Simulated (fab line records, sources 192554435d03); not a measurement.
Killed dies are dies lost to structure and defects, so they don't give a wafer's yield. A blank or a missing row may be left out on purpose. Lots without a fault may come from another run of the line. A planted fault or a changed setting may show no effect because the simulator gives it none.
Split-lot experiment | flow n5_finfet | 7 lots, 21 wafers read, on a route of 1938 steps

THE SPLIT
At N5_PASSIVATION_ETCH_59 (etches TaN in Cl2/BCl3, target depth 65 nm, time 34.9 s), the setting time_s was moved away from the recipe's 34.9 s on 7 of the 21 wafers read, by -16.4% to +11.2%. The other wafers ran this setting at the recipe's value.

The reading is taken at the split's own step.

THE READING
etch.depth_nm (the simulator's own value, which no gauge read), in nm, at N5_PASSIVATION_ETCH_59 (etches TaN in Cl2/BCl3, target depth 65 nm, time 34.9 s). The file gives no usual value for it. The 14 wafers here that ran the recipe average 65.54 nm, standard deviation 1.4 nm.

wafer  | tool, chamber at the split | time_s as run, s | against the recipe | etch.depth_nm, nm | against lot-mates on the recipe
L074.1 | rie_metal-03, 1            | 34.9             | recipe             | 65.15             | -
L074.4 | rie_metal-03, 1            | 34.9             | recipe             | 65.05             | -
L074.5 | rie_metal-03, 1            | 34.9             | recipe             | 65.16             | -
L080.1 | rie_metal-01, 0            | 34.9             | recipe             | 67.04             | -
L080.3 | rie_metal-01, 0            | 34.9             | recipe             | 66.73             | -
L080.5 | rie_metal-01, 1            | 34.9             | recipe             | 68.28             | -
L079.3 | rie_metal-03, 1            | 38.07            | +9.1%              | 71.91             | +6.69
L079.4 | rie_metal-03, 0            | 38.07            | +9.1%              | 68.9              | +3.68
L079.5 | rie_metal-03, 1            | 34.9             | recipe             | 65.22             | -
L082.2 | rie_metal-02, 1            | 30.88            | -11.5%             | 58.63             | -7.30
L082.4 | rie_metal-02, 1            | 34.9             | recipe             | 66.08             | -
L082.6 | rie_metal-02, 1            | 34.9             | recipe             | 65.78             | -
L083.2 | rie_metal-03, 0            | 34.9             | recipe             | 62.86             | -
L083.4 | rie_metal-03, 0            | 38.81            | +11.2%             | 69.99             | +7.21
L083.6 | rie_metal-03, 0            | 34.9             | recipe             | 62.7              | -
L088.2 | rie_metal-02, 1            | 29.18            | -16.4%             | 54.83             | -11.44
L088.3 | rie_metal-02, 0            | 34.9             | recipe             | 66.43             | -
L088.4 | rie_metal-02, 1            | 34.9             | recipe             | 66.11             | -
L095.2 | rie_metal-03, 0            | 38.53            | +10.4%             | 69.87             | +4.91
L095.3 | rie_metal-03, 1            | 34.9             | recipe             | 64.96             | -
L095.6 | rie_metal-03, 0            | 38.53            | +10.4%             | 69.02             | +4.06

THE FIT
A straight line over all 21 wafers: etch.depth_nm changes by +0.531 nm for each +1% of time_s; r = +0.92; the points scatter about the line by 1.5 nm.
The same after taking each lot's own level away (the mean of its wafers on the recipe; 21 wafers): +0.601 nm for each +1%; r = +0.98; scatter 0.86 nm.
On that fit, the largest move of time_s shifts the reading by 9.8 nm.
The lots' own levels span 62.780 to 67.350 nm, that is 3.2 times the standard deviation above.
So the lot-to-lot level changes the slope: the two fits differ.
Check: with one of the wafers moved furthest among these (-16.4%) left out of the fit, the line predicts -9.26 nm for it against its lot-mates. It came out at -11.4 nm against them.

OTHER SPLITS ON THESE WAFERS
These wafers also went through other splits before the reading. Each is held against what the fit with the lots' levels taken away leaves over:
other split on the same wafers             | wafers away from the commonest value | r with etch.depth_nm (lot level and that fit taken away)
N5_BEOL_M14_COAT_58 spin_rpm               | 8                                    | -0.37
N5_MIM_TOP_LITHO_EXPOSE_05 dose_mj         | 12                                   | -0.32
N5_MIM_TOP_LITHO_DEVELOP_07 develop_time_s | 11                                   | +0.20
N5_PASSIVATION_EXPOSE_27 dose_mj           | 6                                    | +0.20

THE FILE'S OWN FIT
etch.depth_nm changes by +0.622 nm for each +1% of time_s, r = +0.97.
